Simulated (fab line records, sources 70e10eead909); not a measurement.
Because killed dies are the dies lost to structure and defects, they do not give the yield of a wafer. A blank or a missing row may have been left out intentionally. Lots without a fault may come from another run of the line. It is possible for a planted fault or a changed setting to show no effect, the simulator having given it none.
Which tool did it?	flow nand harc	Sampling: 12 lots, 32 wafers, 6 of 1159 route steps

## WHAT EACH GAUGE READ, for each wafer
NHARC_END_SORT_01.
lot	measured	on	killed at array	killed at other	killed at periphery	killed dies	killed open	killed short
L683	day 20 17:22	prober-02	99	0	5	104	7	2
L680	day 20 21:04	prober-01	83	2	3	88	4	3

## TOOL THAT RAN EACH LOT (tool first, then ch and the chambers of the sampled wafers, then the start)
lot	NHARC_A_CONTACT_ETCH_127	NHARC_A_CONTACT_ETCH_132	NHARC_A_CONTACT_DEP_85	NHARC_A_CONTACT_DESCUM_13	NHARC_A_CONTACT_ETCH_88
L679	har cap etch-03 ch 0,1, day 16 20:04	har cap etch-03 ch 0,1, day 16 20:46	pecvd-02 ch 0,1,2, day 17 00:11	rie diel-11 ch 0,3, day 17 00:58	rie diel-11 ch 0,3, day 17 01:03
L677	har cap etch-01 ch 0,1, day 17 00:38	har cap etch-01 ch 0,1, day 17 01:21	pecvd-02 ch 0,1,2, day 17 04:47	rie diel-11 ch 1,2, day 17 05:41	rie diel-11 ch 0,1,3, day 17 05:47
L682	har cap etch-03 ch 0, day 17 08:47	har cap etch-03 ch 0, day 17 09:30	pecvd-01 ch 1,2, day 17 13:06	rie diel-11 ch 1,2, day 17 13:59	rie diel-11 ch 0,1,2, day 17 14:04
L683	har cap etch-03 ch 0, day 17 14:19	har cap etch-03 ch 0, day 17 15:02	pecvd-04 ch 2, day 17 20:13	rie diel-11 ch 2, day 17 23:19	rie diel-11 ch 3, day 17 23:26
L680	har cap etch-03 ch 0, day 17 21:59	har cap etch-03 ch 0, day 17 22:41	pecvd-01 ch 0, day 18 02:55	rie diel-11 ch 1, day 18 06:50	rie diel-11 ch 2, day 18 06:55
L687	har cap etch-01 ch 0,1, day 19 05:46	har cap etch-01 ch 0,1, day 19 06:28	pecvd-01 ch 0,2, day 19 09:39	rie diel-01 ch 0,1, day 19 10:31	rie diel-01 ch 0,3, day 19 10:35
L693	har cap etch-01 ch 0,1, day 20 17:35	har cap etch-01 ch 0,1, day 20 18:17	pecvd-01 ch 0,1,2, day 21 00:22	rie diel-01 ch 2,3, day 21 01:14	rie diel-01 ch 1,2, day 21 01:20
L692	har cap etch-03 ch 0, day 20 20:02	har cap etch-03 ch 0, day 20 20:44	pecvd-04 ch 0,1,2, day 21 03:02	rie diel-12 ch 1,2, day 21 03:49	rie diel-12 ch 0,3, day 21 03:54
L696	har cap etch-03 ch 0,1, day 21 01:50	har cap etch-03 ch 0,1, day 21 02:32	pecvd-02 ch 0,1,2, day 21 09:49	rie diel-01 ch 1,2,3, day 21 10:34	rie diel-01 ch 2,3, day 21 10:40
L697	har cap etch-01 ch 0, day 21 11:05	har cap etch-01 ch 0, day 21 11:47	pecvd-02 ch 1,2, day 21 15:59	rie diel-11 ch 0,1,2, day 21 16:54	rie diel-11 ch 0,1,2, day 21 16:58
L698	har cap etch-01 ch 0,1, day 21 16:29	har cap etch-01 ch 0,1, day 21 17:12	pecvd-04 ch 0,1, day 21 21:46	rie diel-12 ch 0,3, day 21 22:32	rie diel-12 ch 0,2,3, day 21 22:38
L700	har cap etch-02 ch 0,1, day 22 14:28	har cap etch-02 ch 0,1, day 22 15:10	pecvd-01 ch 0,2, day 22 19:25	rie diel-11 ch 0,2, day 22 20:19	rie diel-11 ch 2,3, day 22 20:24
- NHARC_A_CONTACT_ETCH_127: etches the open film in C4F8/O2/Ar, time 155 s, target depth 956 nm.
- NHARC_A_CONTACT_ETCH_132: etches the open film in C4F8/O2/Ar, time 156 s, target depth 958 nm.
- NHARC_A_CONTACT_DEP_85: deposits SiON, target thk 50 nm.
- NHARC_A_CONTACT_DESCUM_13: chemistry O2, time 3 s.
- NHARC_A_CONTACT_ETCH_88: etches the open film in CF4, target depth 39 nm, time 65 s.

## AS READ BY THE TOOLS THEMSELVES (means over the sampled wafers that have a number; for cases with no such wafer, the mark the record gives instead)
NHARC_A_CONTACT_DEP_85.
lot	tool	heater power outer w (W)	heater power w (W)	rf fwd power W (W)
L679	pecvd-02	468	761	348.6
L677	pecvd-02	441	718	348.3
L682	pecvd-01	406	662	349.1
L683	pecvd-04	509	791	349.1
L680	pecvd-01	415	721	349.0
L687	pecvd-01	496	810	349.8
L693	pecvd-01	480	793	348.6
L692	pecvd-04	467	764	348.3
L696	pecvd-02	474	772	347.9
L697	pecvd-02	502	830	348.2
L698	pecvd-04	464	795	348.9
L700	pecvd-01	413	680	348.7

NHARC_A_CONTACT_DESCUM_13.
lot	tool	drypump motor current A (A)	oes product au (a.u.)	rf vpp V (V)	showerhead plenum p Torr (Torr)	throttle valve pct (%)
L679	rie diel-11	5.7	0.996	58.7	1.97	11.316
L677	rie diel-11	5.6	1.007	58.2	1.95	11.314
L682	rie diel-11	5.7	1.003	57.2	1.88	11.297
L683	rie diel-11	5.8	0.997	57.5	1.80	11.314
L680	rie diel-11	5.5	1.007	59.3	2.03	11.309
L687	rie diel-01	5.9	1.005	57.5	1.87	11.305
L693	rie diel-01	6.4	0.993	58.2	1.95	11.314
L692	rie diel-12	4.9	1.003	58.3	2.04	11.309
L696	rie diel-01	6.2	1.002	58.5	1.93	11.306
L697	rie diel-11	5.6	1.005	57.5	1.95	11.313
L698	rie diel-12	5.5	1.010	57.7	2.04	11.301
L700	rie diel-11	5.7	0.997	57.7	1.94	11.315

NHARC_A_CONTACT_ETCH_88.
lot	tool	cf4 flow sccm (sccm)	drypump motor current A (A)	oes product au (a.u.)	rf fwd power W (W)	rf vpp V (V)	showerhead plenum p Torr (Torr)	throttle valve pct (%)
L679	rie diel-11	150.2	5.7	1.003	298.2	151.5	1.81	13.279
L677	rie diel-11	149.9	5.7	0.992	297.1	151.9	1.84	13.286
L682	rie diel-11	149.4	5.7	1.000	296.0	152.0	1.80	13.293
L683	rie diel-11	149.6	5.8	1.001	297.2	152.2	1.79	13.275
L680	rie diel-11	149.6	5.7	1.001	298.3	151.4	1.67	13.286
L687	rie diel-01	149.6	6.3	1.007	297.9	151.0	1.77	13.286
L693	rie diel-01	149.9	6.0	1.006	297.8	151.1	1.76	13.283
L692	rie diel-12	149.6	5.5	1.001	295.9	152.1	1.88	13.293
L696	rie diel-01	149.9	6.5	0.998	296.3	150.9	1.78	13.287
L697	rie diel-11	149.9	5.7	1.009	297.7	152.4	1.79	13.286
L698	rie diel-12	149.8	5.2	1.002	298.2	151.9	1.89	13.282
L700	rie diel-11	150.2	5.8	0.999	297.4	151.9	1.74	13.289

## THE ANSWER, worked out from the rows above alone
Rule: the lots themselves supply what counts as usual. Put in order of their means at a reading, lots are off if they are a third of the lots or fewer, leave a main group of 4 or more, and stand apart from it by a gap of 3 or more times the standard deviation of the main group's means; of several such gaps the widest counts. Not used: any main group whose means are identical at the precision the tables above print for the reading. A lot without any number at a reading at which 4 lots or more have one is off too. The other lots that the step has rows for count as sound. Order of review: gauges by route order, followed by the tools' own readings, for which a lot's mean as printed above is used. At the first step where some lot is off, the reading lying furthest off is the one used; lots without a number count as furthest.
Across all readings shown, no lot is off: no conclusion can be drawn from this.

## WHAT THE SIMULATOR PUT IN
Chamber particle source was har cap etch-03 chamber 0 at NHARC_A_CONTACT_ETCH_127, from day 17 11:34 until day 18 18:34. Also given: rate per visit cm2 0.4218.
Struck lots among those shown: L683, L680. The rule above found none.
